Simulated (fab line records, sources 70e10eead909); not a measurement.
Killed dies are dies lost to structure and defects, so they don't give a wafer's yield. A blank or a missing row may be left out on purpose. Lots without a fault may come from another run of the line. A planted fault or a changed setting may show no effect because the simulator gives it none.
fab line records | flow nand_harc | part 2 of 2: steps 5 to 6 of 6
record lots=23 wafers=69 last_day=33
route steps=1302 shown P_GATE@202 P_CONTACT@240 P_M0@282 P_M1@299
lots that met no fault: from a run of the same line without faults
start_h: hours from the record's first day to the start of the lot's first wafer shown | wait_h: hours since the lot's step before | " the same as in the row above | L1.1+2: a row that stands for several wafers | - no value, or no start given | * or withheld: withheld | < > ~ a bound
route shown NAME@n: a module of which the file shows steps, and the number in the route of the first | usual: mean/standard deviation of fault-free wafers | same: alike in all rows | chamber/n: place in a boat | sites: the reading at each site | _std_site: their standard deviation | _edge_site: outer sites' mean less inner sites' | radius_mm: how far each site lies from the wafer's centre | mask NAME#n: copy n | behind: the tool/chamber that last shaped the wafer | hold: why the lot was held/for how many hours/how that ended | device: the transistor (n, p or np) that didn't switch | end of line: the same wafers' tests at the end of the route | a step without rows: its recipe alone | killed: dies lost to structure and defects at the first sort, not the wafer's yield | map: a wafer's dies, x killed, . not, _ none there
set.NAME: the setting as run; set.NAME@STEP: as run at that earlier step | model.NAME: the simulator's own value behind a step, which no gauge read
steps of the route over a sample of lots; a table a step, a row a wafer
services: from which hour (start_h, from the record's first day; less than 0 if before it) a tool's chamber was out of use, for how many hours, and why
## steps
# step NHARC_P_M0_INSPECT_27
# usual raw_defect_count=280/110
# columns lot.wafer tool chamber start_h wait_h raw_defect_count
L074.1 defect_inspect-02 - 122.59 0.0 477
L074.5 " - " " 206
L074.6 " - " " 170
L075.3 defect_inspect-02 - 136.11 0.0 289
L075.4 " - " " 278
L075.6 " - " " 212
L076.1 defect_inspect-02 - 139.08 0.0 431
L076.3 " - " " 358
L076.6 " - " " 389
L077.3 defect_inspect-01 - 157.47 0.0 147
L077.4 " - " " 230
L077.6 " - " " 172
L078.1 defect_inspect-01 - 161.43 0.0 442
L078.2 " - " " 453
L078.6 " - " " 461
L079.2 defect_inspect-01 - 171.92 0.0 272
L079.3 " - " " 337
L079.6 " - " " 245
L080.1 defect_inspect-01 - 184.27 0.0 246
L080.2 " - " " 332
L080.4 " - " " 233
L081.3 defect_inspect-01 - 190.65 0.0 203
L081.5 " - " " 191
L081.6 " - " " 137
L082.3 defect_inspect-02 - 208.70 0.0 158
L082.5 " - " " 138
L082.6 " - " " 164
L083.2 defect_inspect-01 - 214.18 0.0 326
L083.3 " - " " 559
L083.4 " - " " 360
L084.3 defect_inspect-02 - 221.83 0.0 287
L084.5 " - " " 380
L084.6 " - " " 287
L085.1 defect_inspect-02 - 234.93 0.0 302
L085.2 " - " " 427
L085.6 " - " " 348
L086.4 defect_inspect-01 - 245.64 0.0 223
L086.5 " - " " 428
L086.6 " - " " 358
L087.1 defect_inspect-01 - 254.90 0.0 629
L087.4 " - " " 304
L087.6 " - " " 332
L088.1 defect_inspect-01 - 275.52 0.0 230
L088.2 " - " " 234
L088.3 " - " " 135
L089.3 defect_inspect-02 - 278.43 0.0 205
L089.5 " - " " 192
L089.6 " - " " 224
L090.3 defect_inspect-01 - 285.28 0.0 173
L090.4 " - " " 230
L090.6 " - " " 218
L091.1 defect_inspect-02 - 293.70 0.0 418
L091.3 " - " " 265
L091.5 " - " " 347
L092.3 defect_inspect-02 - 306.21 0.0 400
L092.4 " - " " 213
L092.6 " - " " 183
L093.3 defect_inspect-01 - 319.67 0.0 426
L093.4 " - " " 415
L093.5 " - " " 231
L094.1 defect_inspect-02 - 330.33 0.0 198
L094.2 " - " " 258
L094.5 " - " " 112
L095.4 defect_inspect-01 - 353.67 0.0 148
L095.5 " - " " 384
L095.6 " - " " 174
L096.2 defect_inspect-01 - 362.69 0.0 229
L096.3 " - " " 237
L096.5 " - " " 261
# step NHARC_P_M1_ETCH_35
# recipe target_depth_a=400 overetch_a=120 time_s=43.94 ion_energy_ev=200 n2_flow_sccm=150 h2_flow_sccm=150 ar_flow_sccm=0 rf_w=400 bias_w=150 chemistry=N2/H2
# usual drypump_motor_current_A=5.8/0.48 oes_product_au=1.000/0.0098 rf_vpp_V=432.7/2.2 showerhead_plenum_p_Torr=2.12/0.075 throttle_valve_pct=14.172/0.0097
# columns lot.wafer tool chamber start_h wait_h drypump_motor_current_A oes_product_au rf_hours_counter_h rf_vpp_V showerhead_plenum_p_Torr throttle_valve_pct
L074.1 rie_diel-04 1 124.27 0.1 6.2 1.012 6 433.5 2.15 14.184
L074.6 " 1 " " 6.2 1.009 - 433.2 2.15 14.178
L074.5 " 2 " " 5.4 1.024 - 434.0 2.17 14.155
L075.4 rie_diel-04 0 137.80 0.1 5.1 0.998 7 434.6 2.18 14.178
L075.3 " 1 " " 6.2 1.001 6 433.2 2.15 14.154
L075.6 " 3 " " 6.1 1.022 - 429.5 2.01 14.175
L076.3 rie_diel-12 0 140.64 0.1 5.6 1.005 12 426.4 1.95 14.175
L076.1 " 2 " " 6.0 1.002 11 432.2 2.13 14.183
L076.6 " 3 " " 5.9 0.977 - 431.7 2.07 14.164
L077.4 rie_diel-06 0 159.15 0.1 6.5 1.013 1 428.5 1.97 14.167
L077.3 " 3 " " 5.3 0.995 1 433.7 2.16 14.157
L077.6 " 0 " " 6.5 0.996 - 427.0 1.97 14.176
L078.2 rie_diel-04 3 162.96 0.1 6.1 1.012 9 429.3 2.01 14.189
L078.1 " 0 " " 5.1 0.989 9 434.6 2.18 14.163
L078.6 " 1 " " 6.2 0.990 - 433.5 2.15 14.153
L079.3 rie_diel-06 3 173.58 0.1 5.3 1.002 2 434.0 2.16 14.179
L079.2 " 1 " " 5.8 1.015 3 432.9 2.16 14.177
L079.6 " 0 " " 6.5 0.997 - 430.3 1.97 14.153
L080.4 rie_diel-06 0 185.94 0.1 6.5 0.991 3 428.7 1.96 14.160
L080.1 " 1 " " 5.8 0.997 3 432.1 2.16 14.176
L080.2 " 3 " " 5.3 0.994 3 434.0 2.16 14.192
L081.3 rie_diel-06 2 192.31 0.1 6.2 1.008 4 432.6 2.16 14.175
L081.5 " 2 " " 6.2 1.000 - 434.4 2.16 14.169
L081.6 " 3 " " 5.3 1.000 - 433.5 2.16 14.156
L082.3 rie_diel-04 1 210.36 0.1 6.2 1.006 1 434.4 2.15 14.180
L082.5 " 0 " " 5.1 0.984 - 433.7 2.18 14.174
L082.6 " 1 " " 6.2 1.010 - 434.1 2.15 14.162
L083.2 rie_diel-04 1 215.85 0.1 6.2 0.992 1 432.2 2.15 14.165
L083.4 " 2 " " 5.4 0.992 1 434.5 2.17 14.172
L083.3 " 0 " " 5.1 0.990 1 434.8 2.18 14.178
L084.3 rie_diel-04 1 223.35 0.1 6.2 0.997 1 433.4 2.15 14.175
L084.5 " 1 " " 6.2 0.998 - 434.9 2.15 14.180
L084.6 " 2 " " 5.4 0.990 - 433.4 2.17 14.160
L085.2 rie_diel-04 2 236.47 0.1 5.4 1.003 3 434.5 2.17 14.183
L085.1 " 0 " " 5.1 0.983 2 434.9 2.18 14.177
L085.6 " 1 " " 6.2 1.000 - 432.9 2.15 14.175
L086.4 rie_diel-04 1 247.30 0.1 6.2 1.012 3 433.8 2.15 14.185
L086.6 " 1 " " 6.2 1.008 - 433.3 2.15 14.178
L086.5 " 2 " " 5.4 0.997 - 433.2 2.17 14.150
L087.4 rie_diel-04 1 256.45 0.1 6.2 1.006 3 434.1 2.15 14.179
L087.1 " 2 " " 5.4 0.987 4 432.9 2.17 14.160
L087.6 " 3 " " 6.1 1.002 - 430.5 2.01 14.160
L088.1 rie_diel-04 0 277.21 0.1 5.1 1.001 4 433.5 2.18 14.179
L088.3 " 1 " " 6.2 1.010 4 432.8 2.15 14.186
L088.2 " 2 " " 5.4 1.003 5 433.1 2.17 14.175
L089.3 rie_diel-06 2 280.10 0.1 6.1 1.006 11 433.2 2.15 14.167
L089.5 " 0 " " 6.5 0.983 - 428.0 1.96 14.165
L089.6 " 1 " " 5.8 1.012 - 433.2 2.16 14.171
L090.4 rie_diel-06 2 286.95 0.1 6.2 1.003 11 433.3 2.15 14.175
L090.3 " 3 " " 5.3 0.992 11 433.7 2.15 14.158
L090.6 " 1 " " 5.8 0.998 - 433.3 2.16 14.191
L091.3 rie_diel-04 1 295.41 0.1 6.2 1.002 5 433.4 2.15 14.159
L091.1 " 2 " " 5.4 0.994 6 433.2 2.17 14.184
L091.5 " 1 " " 6.2 1.006 - 433.3 2.15 14.179
L092.3 rie_diel-04 3 307.88 0.1 6.1 1.015 7 431.0 2.01 14.187
L092.4 " 0 " " 5.1 0.997 7 436.3 2.18 14.156
L092.6 " 2 " " 5.4 1.002 - 433.9 2.17 14.172
L093.3 rie_diel-06 2 321.54 0.1 6.2 1.021 0 433.1 2.15 14.170
L093.4 " 1 " " 5.8 1.006 - 433.7 2.16 14.178
L093.5 " 3 " " 5.3 1.006 - 433.9 2.15 14.161
L094.2 rie_diel-04 2 332.19 0.1 5.4 0.988 9 434.2 2.17 14.186
L094.1 " 3 " " 6.1 1.010 9 429.1 2.01 14.173
L094.5 " 3 " " 6.1 0.991 - 430.6 2.01 14.165
L095.4 rie_diel-06 3 355.34 0.1 5.3 1.001 4 434.3 2.15 14.177
L095.6 " 1 " " 5.8 1.010 - 433.8 2.16 14.172
L095.5 " 2 " " 6.2 1.021 - 433.6 2.15 14.174
L096.3 rie_diel-04 2 364.25 0.1 5.3 1.004 0 434.6 2.17 14.172
L096.2 " 1 " " 6.2 0.996 0 433.6 2.15 14.176
L096.5 " 2 " " 5.4 0.990 - 433.7 2.17 14.175
## services
# columns tool chamber start_h hours kind
rie_diel-04 3 119.86 4.6 repair
rie_diel-11 1 124.62 2.1 repair
rie_diel-09 - 143.10 9.0 pm
rie_diel-09 - 155.61 1.0 repair
pvd_sputter-01 - 175.32 3.9 repair
rie_diel-04 - 177.90 9.0 pm
rie_diel-08 - 190.94 9.0 pm
rie_diel-09 1 198.21 2.8 repair
rie_diel-02 1 199.48 5.8 repair
rie_diel-09 - 201.55 0.5 repair
rie_diel-09 0 203.44 6.9 repair
rie_diel-08 3 237.34 8.9 repair
rie_diel-08 3 250.95 9.5 repair
rie_diel-11 - 255.50 9.0 pm
rie_diel-08 0 259.11 1.2 repair
rie_diel-04 - 318.96 0.4 repair
rie_diel-09 - 320.10 9.0 pm
rie_diel-08 3 330.01 16.1 repair
rie_diel-04 1 330.79 8.6 repair
rie_diel-11 - 337.29 4.5 repair
rie_diel-11 2 348.45 10.5 repair
rie_diel-09 2 352.63 8.0 repair
rie_diel-09 3 354.28 1.4 repair
rie_diel-04 - 354.90 9.0 pm
